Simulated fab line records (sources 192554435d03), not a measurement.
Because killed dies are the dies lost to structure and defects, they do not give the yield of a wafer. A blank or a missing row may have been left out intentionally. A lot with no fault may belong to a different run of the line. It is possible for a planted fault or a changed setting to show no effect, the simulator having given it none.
Which tool is to blame? ; flow n5_finfet ; at 1 step of a route of 1938, 9 lots with 26 wafers sampled

WHAT THE GAUGES SHOWED, per wafer
N5_BEOL_M4_RC_MEAS_101. Usual: DIBL_N 36.4 mV/V, standard deviation 1.7; DIBL_P 36.4 mV/V, standard deviation 2.1; IOFF_N 0.16 nA/um, standard deviation 0.035; IOFF_P 0.21 nA/um, standard deviation 0.035; ION_N 680 uA/um, standard deviation 11; ION_P 465 uA/um, standard deviation 6.8; SS_N 71.5 mV/dec, standard deviation 0.58; SS_P 73.2 mV/dec, standard deviation 0.72; VT_N 249 mV, standard deviation 3.6; VT_P -250 mV, standard deviation 3.1.
lot;measured;on;DIBL_N (mV/V);DIBL_P (mV/V);IOFF_N (nA/um);IOFF_P (nA/um);ION_N (uA/um);ION_P (uA/um);SS_N (mV/dec);SS_P (mV/dec);VT_N (mV);VT_P (mV);flag
L795;day 9 17:30;prober-02;37.9 35.0 37.2;39.1 34.9 37.8;0.19 0.13 0.16;0.23 0.17 0.21;686 666 669;461 458 459;72.5 70.4 71.7;74.7 73.3 73.2;247 255 251;-251 -254 -252;
L796;day 9 22:27;prober-01;36.3 34.1 36.1;35.4 33.1 35.0;0.15 0.13 0.15;0.22 0.19 0.22;689 670 683;472 466 474;71.8 71.3 71.7;73.4 72.8 73.1;252 252 252;-248 -246 -246;
L797;day 10 00:14;prober-02;36.7 32.4 36.7;38.2 33.1 37.7;0.19 0.12 0.19;0.24 0.16 0.23;682 671 682;472 461 465;72.0 71.7 71.5;74.0 72.1 73.9;244 254 246;-249 -253 -250;
L800;day 10 04:45;prober-01;37.7 35.5 35.9;36.4 33.3 34.8;0.19 0.13 0.14;0.24 0.18 0.21;697 655 682;474 457 469;71.9 71.9 71.6;73.2 72.4 72.8;244 252 246;-246 -252 -246;
L801;day 10 17:04;prober-02;37.5 37.0 38.2;39.5 37.7 39.3;0.18 0.16 0.19;0.23 0.20 0.22;680 662 677;463 456 458;71.6 71.4 71.7;74.5 73.6 74.7;249 250 247;-249 -251 -249;
L805;day 11 21:03;prober-02;35.0 31.2;36.9 31.1;0.15 0.10;0.20 0.14;663 662;458 459;71.1 70.3;73.0 71.5;249 254;-249 -257;
L811;day 13 05:23;prober-02;39.5 37.7 41.5;40.4 37.7 42.8;0.24 0.19 0.31;0.28 0.23 0.32;686 702 717;463 471 480;73.2 71.0 72.9;74.5 73.2 75.0;243 243 239;-247 -249 -245;
L810;day 13 14:23;prober-01;36.7 35.4 35.4;38.0 35.9 36.5;0.19 0.17 0.18;0.23 0.19 0.19;681 684 690;460 460 466;71.7 71.5 71.6;73.4 73.1 73.5;245 246 248;-249 -253 -254;
L812;day 13 18:07;prober-01;38.1 36.0 34.3;38.2 34.8 33.1;0.17 0.14 0.12;0.26 0.20 0.18;678 674 669;476 470 466;71.5 71.9 70.5;74.7 72.7 72.2;251 252 254;-248 -250 -251;

EACH LOT AND THE TOOL THAT RAN IT (in order: tool; ch and the chambers of the sampled wafers; start)
There is no process step in the record ahead of these readings.

WHAT THE TOOLS THEMSELVES READ (means of the sampled wafers that have a number; where no wafer has one, the mark that the record gives instead)
The record holds no such reading with a usual standard deviation.

THE ANSWER, worked out from the rows above alone
Rule: a lot is off if the mean of its wafers that have a number lies more than 3 standard deviations from the usual mean. A lot without any number at a reading at which 4 lots or more have one is off too. The other lots that the step has rows for count as sound. The gauges are gone through in route order, then the tools' own readings, and for those a lot's mean is taken as printed above. At the first step where some lot is off, the reading lying furthest off is the one used; lots without a number count as furthest.
No lot is off on any of the readings shown, so nothing can be concluded from this.

WHAT WAS PUT IN BY THE SIMULATOR
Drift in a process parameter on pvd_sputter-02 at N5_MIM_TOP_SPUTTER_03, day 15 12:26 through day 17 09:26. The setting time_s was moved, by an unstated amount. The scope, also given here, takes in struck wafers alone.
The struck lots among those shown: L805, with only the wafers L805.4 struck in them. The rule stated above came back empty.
